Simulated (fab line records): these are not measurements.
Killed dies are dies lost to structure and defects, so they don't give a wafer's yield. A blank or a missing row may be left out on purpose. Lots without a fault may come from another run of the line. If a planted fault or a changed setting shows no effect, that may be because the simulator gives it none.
A lot that was struck, set against a sound lot ; flow n5 finfet ; 39 steps out of a route of 1938
Sound: the wafers L242.1, L242.3, L242.4. Struck: wafer L235.5 (left out: L235.1, L235.3 of the same lot, which were not struck); the cause appears at the end.
Order at every step that has rows: each side's tool, ch and its chambers, its first start. Under that, the readings that differ: sound wafers ; struck wafers ; difference of the means ; sigmas: that difference in standard deviations of wafers without a fault.
alike: words and numbers the same on both sides, and readings whose means are apart by under 2 such deviations; not compared: readings that were withheld, readings missing a value for some wafer, numbers with overlapping values and no deviation given by the record, and bounds like >300 which may hide the same value.
A row with sigmas, a row that says differs or no value, or rows on one side alone: a step with any of these is where the two part. Non-overlapping numbers with no deviation appear without sigmas and do not part them. Lack of a reading on every wafer of one side parts them only where that side has two or more wafers.

first, 10 steps without rows for these wafers: N5_MOL_CONTACT_COAG_DESCUM_88 (chemistry O2, time 7 s); N5_MOL_CONTACT_COAG_ETCH_89 (etches underlayer in N2/H2, target depth 13 nm, time 10.4 s); N5_MOL_CONTACT_COAG_ETCH_90 (etches SiARC in CF4, target depth 13 nm, time 21.7 s); N5_MOL_CONTACT_COAG_ALD_131 (deposits SiO2, target thk 5 nm, pulse time 1 s, co reactant pulse time 1 s); N5_MOL_CONTACT_COAG_ETCHBACK_132 (etches SiO2 in CHF3, target depth 10 nm, time 6.7 s); N5_MOL_CONTACT_COAG_ETCH_91 (etches SOC in N2/H2, target depth 60 nm, overetch 21 nm, time 101.2 s); N5_MOL_CONTACT_COAG_STRIP_92 (strips in N2/H2); N5_MOL_CONTACT_COAG_STRIP_93 (strips in N2/H2); N5_MOL_CONTACT_COAG_ETCHBACK_135 (etches SiO2 in CHF3, target depth 25 nm, time 16.7 s); N5_MOL_CONTACT_COAG_STRIP_118 (strips in CHF3).
N5_MOL_CONTACT_COAG_VIA_ETCH_46: etches SiO2 in C4F6/O2, target depth 46 nm, overetch 9.2 nm, time 40 s.
  sound on rie diel-02 ch 1,2,3, day 10 09:44; struck on rie diel-05 ch 2, day 8 16:31
reading;sound;struck;difference;sigmas
showerhead plenum p Torr (Torr);2.85 2.83 2.83;2.71;-0.13;-3
model.etch.depth nm (nm);45.49 46.05 46.76;35.14;-10.96;
model.SOC_of_MOL_CONTACT_COAG_COAT_75.thk nm (nm);50.8 51 50.6;53;+2;
  alike: drypump motor current A, oes product au, rf vpp V, throttle valve pct
  not compared: rf hours counter h
then, 1 step without rows for these wafers: N5_MOL_CONTACT_COAG_STRIP_96 (strips in N2/H2).
N5_MOL_CONTACT_COAG_ETCH_47: etches SiNx in CH3F/O2, stops on W, target depth 27 nm.
  sound on rie diel-02 ch 1,2,3, day 10 09:51; struck on rie diel-05 ch 2, day 8 16:37
reading;sound;struck;difference;sigmas
etch rf on time s (s);31.1 32.2 31.1;50.8;+19.3;+43
oes product au (a.u.);0.68 0.64 0.64;0.27;-0.38;-7
showerhead plenum p Torr (Torr);2.01 1.99 1.99;1.91;-0.09;-3
model.etch.over etch s (s);5.177 5.359 5.186;0;-5;
  alike: CH3F_flow_sccm, drypump motor current A, rf vpp V, throttle valve pct
  not compared: rf hours counter h
then, 23 steps without rows for these wafers: N5_MOL_CONTACT_COAG_STRIP_119 (strips in N2/H2, time 30 s); N5_MOL_CONTACT_COAG_PRECLEAN_144 (cleans in alkaline clean, time 60 s); N5_MOL_CONTACT_COAG_SRD_145 (time 30 s); N5_MOL_CONTACT_COAG_COAT_62 (time 60 s, resist thk 60 nm); N5_MOL_CONTACT_COAG_COAT_63 (time 60 s, resist thk 10 nm); N5_MOL_CONTACT_COAG_COAT_64 (time 60 s, resist thk 10 nm); N5_MOL_CONTACT_COAG_COAT_34 (resist thk 40 nm); N5_MOL_CONTACT_COAG_EBR_36; N5_MOL_CONTACT_COAG_SOFTBAKE_35 (time 60 s); N5_MOL_CONTACT_COAG_EXPOSE_37 (exposes mask VD, defocus 0 nm); N5_MOL_CONTACT_COAG_PEB_38 (peb time 60 s); N5_MOL_CONTACT_COAG_DEVELOP_39 (develop time 30 s); N5_MOL_CONTACT_COAG_DESCUM_45 (chemistry O2, time 7 s); N5_MOL_CONTACT_COAG_ETCH_65 (etches underlayer in N2/H2, target depth 13 nm, time 10.4 s); N5_MOL_CONTACT_COAG_ETCH_66 (etches SiARC in CF4, target depth 13 nm, time 21.7 s); N5_MOL_CONTACT_COAG_ALD_133 (deposits SiO2, target thk 5 nm, pulse time 1 s, co reactant pulse time 1 s); N5_MOL_CONTACT_COAG_ETCHBACK_134 (etches SiO2 in CHF3, target depth 10 nm, time 6.7 s); N5_MOL_CONTACT_COAG_ETCH_67 (etches SOC in N2/H2, target depth 60 nm, overetch 21 nm, time 101.2 s); N5_MOL_CONTACT_COAG_STRIP_68 (strips in N2/H2); N5_MOL_CONTACT_COAG_STRIP_69 (strips in N2/H2); N5_MOL_CONTACT_COAG_ETCHBACK_136 (etches SiO2 in CHF3, target depth 25 nm, time 16.7 s); N5_MOL_CONTACT_COAG_STRIP_120 (strips in CHF3); N5_MOL_CONTACT_COAG_VIA_ETCH_117 (etches SiO2 in C4F6/O2, target depth 40 nm, overetch 8 nm, time 26 s).
N5_MOL_CONTACT_COAG_ETCH_124: etches SiNx in CH3F/O2, stops on SiOC, target depth 6.5 nm.
  sound on rie diel-05 ch 1,3, day 10 11:03; struck on rie diel-02 ch 3, day 8 17:57
reading;sound;struck;difference;sigmas
oes product au (a.u.);0.60 0.80 0.59;0.29;-0.37;-5
  alike: CH3F_flow_sccm, drypump motor current A, rf vpp V, showerhead plenum p Torr, throttle valve pct
  not compared: rf hours counter h
N5_BEOL_M4_RC_MEAS_101:
  the record has rows for the sound wafers here (prober-01 ch 0, day 13 10:13) and none for the struck ones
-- here the record skips 8 days between the struck wafers' starts before and after, leaving off in module BEOL_M4 and picking up in module PASSIVATION (first step shown: number 1936 of the route) --
N5_PASSIVATION_PROBE_49:
  only the struck wafers here have rows in the record (prober-02, day 16 15:19); the sound ones have none

== WHERE THEY PART ==
First at N5_MOL_CONTACT_COAG_VIA_ETCH_46; last, within this record, at N5_PASSIVATION_PROBE_49.

WHY: the cause the simulator had injected
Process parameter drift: rie diel-05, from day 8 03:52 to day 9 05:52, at N5_MOL_CONTACT_COAG_VIA_ETCH_46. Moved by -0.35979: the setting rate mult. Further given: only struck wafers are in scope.
